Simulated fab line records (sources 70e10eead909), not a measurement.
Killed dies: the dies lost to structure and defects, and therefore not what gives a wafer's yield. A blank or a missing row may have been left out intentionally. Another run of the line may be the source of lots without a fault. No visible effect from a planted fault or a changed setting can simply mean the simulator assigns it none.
fab line records	flow nand_harc
record lots=14	wafers=42	last_day=25
route steps=1159 shown A_SLIT@781 A_SIN_REMOVE@808
lots untouched by any fault: they come from a run of this same line in which no faults occurred
start_h: start of the lot's first displayed wafer, in hours after the record's first day	wait_h: hours from the lot's prior step to this one	" same as the row above	L1.1+2: a row that stands for several wafers	- no value, or no start was given	* or withheld: withheld	< > ~ a bound
route shown NAME@n: NAME is a module with steps in the file, n the number in the route of the first one	usual: the fault-free wafers' mean and standard deviation	same: alike in all rows	chamber/n: place in a boat	sites: the reading at each site	_std_site: their standard deviation	_edge_site: inner sites' mean taken away from outer sites' mean	radius_mm: for every site, how far away it sits from the centre of the wafer	mask NAME#n: copy n	behind: the tool/chamber that last shaped the wafer	hold: why the lot went on hold/how many hours it stayed there/how the hold came to an end	device: the n, p or np transistor that did not switch	end of line: tests run on the same wafers once the route is complete	for a step that has no rows: nothing shown but its recipe	killed: not the wafer's yield, but the dies lost to structure and defects at the first sort	map: the dies of a wafer, with x for killed, . for not killed, _ for no die there
set.NAME: the setting as run; set.NAME@STEP: as run at that earlier step	model.NAME: the simulator's own value behind a step, which no gauge read
route steps across a sampled set of lots; one table per step, one row per wafer
services: a tool's chamber out of use, with start hour (start_h, from the record's first day; less than 0 if before it), hours out, and reason
## steps
# step NHARC_A_SLIT_DEP_23
# recipe target_thk_a=1000	target_thk_nm=100	temp_c=400	pressure_torr=3.5	flow_sccm=200	rf_w=350	material=SiON
# usual heater_power_w=769/72	showerhead_vpp_V=1126/53
lot.wafer	tool	chamber	start_h	wait_h	heater_power_w	showerhead_vpp_V
L199.2	pecvd-02	2	330.21	1.4	729	1120
L199.5	"	1	"	"	654	1206
L199.4	"	2	"	"	724	1153
L200.3	pecvd-03	1	330.26	1.0	799	1157
L200.1	"	2	"	"	754	1186
L200.4	"	2	"	"	757	1196
L201.2	pecvd-02	0	351.30	1.4	929	1046
L201.3	"	1	"	"	801	1195
L201.6	"	2	"	"	809	1112
L202.2	pecvd-01	2	351.97	1.4	769	1159
L202.5	"	2	"	"	758	1159
L202.6	"	0	"	"	593	1129
L203.1	pecvd-03	0	365.65	1.7	844	1061
L203.6	"	1	"	"	771	1136
L203.4	"	2	"	"	802	1171
L205.1	pecvd-02	2	381.24	1.6	777	1136
L205.2	"	0	"	"	922	1048
L205.3	"	1	"	"	755	1197
L210.1	pecvd-03	0	399.70	1.8	824	1078
L210.3	"	2	"	"	799	1152
L210.6	"	0	"	"	816	1078
L211.3	pecvd-02	0	413.36	1.0	914	1060
L211.6	"	0	"	"	901	1042
L211.5	"	2	"	"	732	1125
L212.3	pecvd-03	2	419.90	1.0	683	1166
L212.1	"	1	"	"	709	1127
L212.6	"	2	"	"	692	1198
L214.3	pecvd-03	0	426.36	1.1	835	1077
L214.1	"	2	"	"	758	1192
L214.6	"	0	"	"	832	1083
L216.1	pecvd-03	0	445.50	1.7	780	1049
L216.3	"	1	"	"	704	1114
L216.5	"	2	"	"	689	1178
L217.1	pecvd-03	1	448.17	1.6	781	1132
L217.2	"	2	"	"	715	1189
L217.3	"	0	"	"	759	1081
L218.1	pecvd-02	2	448.54	1.7	777	1129
L218.5	"	2	"	"	782	1125
L218.6	"	0	"	"	923	1050
L219.3	pecvd-02	2	471.68	1.0	809	1109
L219.2	"	0	"	"	901	1023
L219.5	"	0	"	"	889	1049
# step NHARC_A_SLIT_OVL_MEAS_10
# usual overlay_x_nm=-0.3/1.2	overlay_y_nm=0.0/0.89
lot.wafer	tool	chamber	start_h	wait_h	overlay_x_nm	overlay_y_nm
L199.2	overlay-02	-	330.92	-	-0.7	-1.7
L199.4	"	-	"	"	-1.0	-1.4
L199.5	"	-	"	"	-1.2	-1.2
L200.1	overlay-01	-	331.07	-	0.5	-0.1
L200.3	"	-	"	"	0.2	-0.4
L200.4	"	-	"	"	1.0	-0.2
L201.2	overlay-01	-	352.07	-	1.4	0.2
L201.3	"	-	"	"	0.8	0.2
L201.6	"	-	"	"	0.9	0.6
L202.2	overlay-02	-	352.58	-	1.1	0.1
L202.5	"	-	"	"	0.1	0.2
L202.6	"	-	"	"	0.7	-0.1
L203.1	overlay-02	-	366.30	-	-0.6	-0.5
L203.4	"	-	"	"	-1.1	-0.3
L203.6	"	-	"	"	-0.6	-0.4
L205.1	overlay-02	-	381.87	-	-0.9	0.9
L205.2	"	-	"	"	-1.5	1.0
L205.3	"	-	"	"	-1.3	0.5
L210.1	overlay-01	-	400.34	-	-0.5	-1.2
L210.3	"	-	"	"	-0.2	-1.3
L210.6	"	-	"	"	-0.6	-1.3
L211.3	overlay-01	-	414.00	-	-0.8	-0.3
L211.5	"	-	"	"	-0.5	-0.8
L211.6	"	-	"	"	-1.2	-0.3
L212.1	overlay-02	-	420.55	-	0.7	-0.5
L212.3	"	-	"	"	1.2	0.2
L212.6	"	-	"	"	0.4	-0.4
L214.1	overlay-01	-	427.14	-	-0.7	-0.9
L214.3	"	-	"	"	-0.4	0.2
L214.6	"	-	"	"	-0.7	0.2
L216.1	overlay-01	-	446.25	-	-0.1	2.0
L216.3	"	-	"	"	0.4	2.0
L216.5	"	-	"	"	0.2	2.2
L217.1	overlay-02	-	448.94	-	-2.9	-1.2
L217.2	"	-	"	"	-3.4	-1.6
L217.3	"	-	"	"	-3.0	-1.5
L218.1	overlay-01	-	449.29	-	-0.5	1.0
L218.5	"	-	"	"	-0.6	1.3
L218.6	"	-	"	"	-1.1	1.9
L219.2	overlay-02	-	472.41	-	-1.8	0.0
L219.3	"	-	"	"	-2.3	0.8
L219.5	"	-	"	"	-1.7	0.3
# step NHARC_A_SLIT_ETCH_29
# recipe target_depth_a=1000	overetch_a=100	time_s=55	ion_energy_ev=100	cf4_flow_sccm=80	o2_flow_sccm=20	ar_flow_sccm=0	rf_w=300	bias_w=100	chemistry=CF4/O2
# usual drypump_motor_current_A=5.8/0.48	mfc_ar_sccm=0.006/0.01	oes_product_au=0.996/0.013	rf_vpp_V=198.3/1.2	run_length_s=76.3/0.38	showerhead_plenum_p_Torr=1.36/0.044	throttle_valve_pct=13.398/0.0089
lot.wafer	tool	chamber	start_h	wait_h	drypump_motor_current_A	mfc_ar_sccm	oes_product_au	rf_hours_counter_h	rf_vpp_V	run_length_s	showerhead_plenum_p_Torr	throttle_valve_pct
L199.2	rie_diel-04	3	333.91	0.1	5.4	0.005	1.027	3.2	197.9	76.3	1.34	13.392
L199.4	"	1	"	"	5.9	0	0.996	2.7	199.9	76.8	1.40	13.388
L199.5	"	3	"	"	5.4	0.005	1.015	-	197.8	76.2	1.34	13.378
L200.3	rie_diel-04	3	334.19	0.2	5.4	0.005	1.016	3.3	199.1	76.4	1.34	13.397
L200.1	"	1	"	"	5.9	0	0.996	2.8	198.4	76.9	1.40	13.397
L200.4	"	2	"	"	5.3	0	1.002	3.3	197.4	76.1	1.32	13.411
L201.2	rie_diel-04	3	355.02	0.1	5.4	0.005	1.012	4.7	198.5	76.3	1.34	13.388
L201.3	"	0	"	"	5.8	0	0.988	4.3	195.4	70.0	1.34	13.397
L201.6	"	0	"	"	5.8	0	0.989	-	196.9	70.3	1.34	13.404
L202.2	rie_diel-01	2	355.56	0.1	6.2	0	0.983	2.3	197.1	76.0	1.31	13.414
L202.5	"	3	"	"	6.4	0	0.984	-	199.5	76.1	1.38	13.390
L202.6	"	0	"	"	6.5	0.030	0.994	-	198.4	76.6	1.43	13.402
L203.1	rie_diel-04	0	372.04	0.1	5.8	0	0.992	4.8	198.5	69.4	1.34	13.411
L203.4	"	1	"	"	5.9	0	0.991	4.3	200.4	76.9	1.40	13.412
L203.6	"	3	"	"	5.4	0.005	1.022	-	199.2	76.0	1.34	13.398
L205.1	rie_diel-01	0	387.51	0.1	6.5	0.030	0.994	5.9	199.5	76.8	1.43	13.399
L205.2	"	1	"	"	5.2	0	0.994	5.2	198.2	76.2	1.35	13.400
L205.3	"	3	"	"	6.3	0	0.988	6.6	198.9	76.2	1.38	13.404
L210.1	rie_diel-01	1	403.31	0.1	5.2	0	0.989	5.7	198.7	75.8	1.35	13.395
L210.3	"	2	"	"	6.2	0	0.990	6.3	197.0	75.9	1.31	13.401
L210.6	"	1	"	"	5.2	0	0.995	-	198.8	75.9	1.34	13.412
L211.3	rie_diel-01	3	417.03	0.1	6.4	0	0.976	8.2	198.2	75.7	1.38	13.396
L211.6	"	2	"	"	6.2	0	0.977	-	198.0	76.0	1.31	13.388
L211.5	"	3	"	"	6.4	0	0.968	-	199.1	75.8	1.38	13.392
L212.3	rie_diel-01	3	423.54	0.1	6.3	0	0.970	8.4	198.5	75.7	1.38	13.403
L212.1	"	0	"	"	6.5	0.030	0.988	7.8	198.6	76.6	1.43	13.394
L212.6	"	3	"	"	6.3	0	0.982	-	200.4	75.9	1.38	13.398
L214.1	rie_diel-10	3	432.73	0.1	5.2	0	1.001	5.1	198.5	75.7	1.42	13.396
L214.3	"	1	"	"	5.4	0.016	0.995	4.8	199.0	76.3	1.38	13.389
L214.6	"	2	"	"	5.4	0.016	0.975	-	200.0	76.3	1.42	13.411
L216.1	rie_diel-10	0	449.22	0.1	5.9	0	1.005	5.6	197.3	76.4	1.28	13.404
L216.3	"	2	"	"	5.3	0.016	0.996	6.5	198.9	76.1	1.42	13.399
L216.5	"	0	"	"	5.9	0	1.002	-	197.5	76.5	1.28	13.372
L217.2	rie_diel-01	0	451.92	0.1	6.5	0.030	0.999	11.6	198.8	76.9	1.43	13.406
L217.3	"	1	"	"	5.2	0	0.980	7.7	197.5	76.2	1.34	13.388
L217.1	"	2	"	"	6.2	0	0.989	10.1	195.6	75.9	1.31	13.397
L218.1	rie_diel-04	1	452.29	0.1	5.9	0	0.988	11.9	197.9	76.7	1.40	13.411
L218.6	"	2	"	"	5.3	0	1.001	-	198.7	76.4	1.32	13.399
L218.5	"	3	"	"	5.4	0.005	1.014	-	198.3	76.2	1.33	13.401
L219.2	rie_diel-10	2	479.06	0.1	5.4	0.016	1.003	9.7	199.4	76.4	1.42	13.402
L219.3	"	3	"	"	5.2	0	0.995	8.9	199.5	75.6	1.42	13.408
L219.5	"	0	"	"	5.9	0	1.011	-	196.2	76.6	1.28	13.408
# step NHARC_A_SIN_REMOVE_INSPECT_04
# usual raw_defect_count=310/79
lot.wafer	tool	chamber	start_h	wait_h	raw_defect_count
L199.2	defect_inspect-02	-	342.23	0.0	344
L199.4	"	-	"	"	412
L199.5	"	-	"	"	299
L200.1	defect_inspect-01	-	342.23	0.0	354
L200.3	"	-	"	"	425
L200.4	"	-	"	"	384
L201.2	defect_inspect-01	-	363.65	0.0	217
L202.2	defect_inspect-01	-	363.70	0.0	368
L202.5	"	-	"	"	433
L202.6	"	-	"	"	297
L203.4	defect_inspect-02	-	380.32	0.0	302
L203.6	"	-	"	"	276
L205.1	defect_inspect-02	-	395.85	0.0	211
L205.2	"	-	"	"	245
L205.3	"	-	"	"	382
L210.1	defect_inspect-02	-	411.36	0.0	325
L210.3	"	-	"	"	277
L210.6	"	-	"	"	288
L211.3	defect_inspect-02	-	425.36	0.0	272
L211.5	"	-	"	"	431
L211.6	"	-	"	"	201
L212.1	defect_inspect-01	-	431.78	0.0	301
L212.3	"	-	"	"	316
L212.6	"	-	"	"	345
L214.1	defect_inspect-02	-	439.32	0.0	367
L214.3	"	-	"	"	535
L214.6	"	-	"	"	588
L216.1	defect_inspect-02	-	457.41	0.0	240
L216.3	"	-	"	"	263
L216.5	"	-	"	"	309
L217.1	defect_inspect-01	-	462.20	0.0	254
L217.2	"	-	"	"	408
L217.3	"	-	"	"	266
L218.1	defect_inspect-02	-	462.20	0.0	269
L218.5	"	-	"	"	374
L218.6	"	-	"	"	268
L219.2	defect_inspect-01	-	486.52	0.0	244
L219.3	"	-	"	"	186
L219.5	"	-	"	"	341
## services
tool	chamber	start_h	hours	kind
rie_diel-01	-	314.82	9.0	pm
rie_diel-01	0	314.82	9.0	vent_cycle
rie_diel-01	1	314.82	9.0	vent_cycle
rie_diel-01	2	314.82	9.0	vent_cycle
rie_diel-01	3	314.82	9.0	vent_cycle
rie_diel-10	2	317.76	3.8	repair
pecvd-03	2	319.22	5.1	repair
pecvd-02	-	334.27	13.0	pm
rie_diel-10	3	352.80	4.0	repair
rie_diel-10	-	353.50	9.0	pm
rie_diel-01	1	406.00	23.6	repair
pecvd-01	-	418.39	13.0	pm
rie_diel-04	-	427.13	1.2	repair
rie_diel-01	2	435.83	8.0	repair
pecvd-01	-	448.27	0.9	repair
pecvd-01	2	457.95	3.3	repair
rie_diel-01	-	462.18	0.1	repair
rie_diel-01	3	462.35	7.8	repair
rie_diel-04	-	465.90	9.0	pm
pecvd-03	-	473.26	13.0	pm
pecvd-03	0	473.26	13.0	vent_cycle
pecvd-03	1	473.26	13.0	vent_cycle
pecvd-03	2	473.26	13.0	vent_cycle
rie_diel-04	-	477.13	0.4	repair
## key
first_sign step=NHARC_A_SLIT_ETCH_29	reading=run_length_s	direction=down	sigmas=17	usual=*	struck=*
effect none on later readings
met_at NHARC_A_SLIT_ETCH_29
struck_lots L201,L203
struck_wafers L201.3,L201.6,L203.1
later_rows_left_out L201.3,L201.6,L203.1
sort_left_out L201.3,L201.6,L203.1
tester_left_out L201,L203
not_acting_at NHARC_A_SLIT_DEP_23,NHARC_A_SLIT_OVL_MEAS_10,NHARC_A_SIN_REMOVE_INSPECT_04
fault kind=process_parameter_drift	tool=rie_diel-04	chamber=0	onset_h=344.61	steps=NHARC_A_SLIT_ETCH_29	channel=time_s	offset=*	shape=step	end_h=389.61	acts_in=*	stated=*
# tester_left_out: of these lots the tester's yield and bins aren't shown, on N5 and GAA mostly nor the transistor test; their killed dies are dies lost to structure and defects alone, not to doping, threshold or leakage, so they don't give the yield
# sort_left_out: the simulated sort isn't trusted on such a fault, so these wafers' sort isn't shown, and their yield isn't known
# later_rows_left_out: the simulator's readings of these wafers behind a module that went badly wrong aren't trusted and aren't shown, but for the sort
